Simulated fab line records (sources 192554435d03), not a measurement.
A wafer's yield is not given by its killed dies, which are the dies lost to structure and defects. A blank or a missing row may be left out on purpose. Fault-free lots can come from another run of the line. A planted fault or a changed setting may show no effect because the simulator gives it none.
Chamber matching ; flow n5Finfet ; 4 sister chambers for N5_DUMMY_GATE_DESCUM_20 on rieDiel-02
The step chemistry O2, time 6.2 s. 8 wafers are shown with their chamber, then 10 later ones without.

## WAFERS PAIRED WITH THEIR CHAMBERS
wafer;chamber;showerheadPlenumPTorr (Torr);drypumpMotorCurrentA (A)
L078.3;3;2.25;5.7
L083.2;1;2.12;6.0
L083.3;0;2.09;4.8
L084.2;2;2.07;5.8
L084.4;2;2.07;5.8
L084.5;1;2.11;5.9
L086.1;0;2.08;4.8
L086.3;3;2.25;5.7

## WAFERS MISSING THEIR CHAMBER
wafer;showerheadPlenumPTorr (Torr);drypumpMotorCurrentA (A)
L086.4;2.11;6.0
L088.3;2.08;4.8
L088.4;2.24;5.7
L088.5;2.08;4.8
L093.3;2.06;5.8
L093.4;2.24;5.7
L093.6;2.06;5.8
L096.2;2.06;5.8
L096.3;2.08;4.7
L096.4;2.24;5.7

## THE CHAMBER EACH PASSED THROUGH
wafer;from the rows above;in truth
L086.4;1;1
L088.3;0;0
L088.4;3;3
L088.5;0;0
L093.3;2;2
L093.4;3;3
L093.6;2;2
L096.2;2;2
L096.3;0;0
L096.4;3;3
Placed correctly: 10 of 10. Left unplaced by these rows: 0. Number placed wrongly: 0.
How it was worked out, from the rows above alone: a wafer's distance from a chamber is the root of the sum, over the readings, of the square of ((its reading less the chamber's mean) divided by the reading's scatter). If the next closest chamber is less than 2 further off than the closest, the wafer can't be placed; otherwise it belongs to the closest. For every chamber, the mean is computed from those of its wafers that are shown. The scatter: the root of (the sum of the squares of (reading less its chamber's mean) over the shown wafers, divided by (wafers less chambers)).
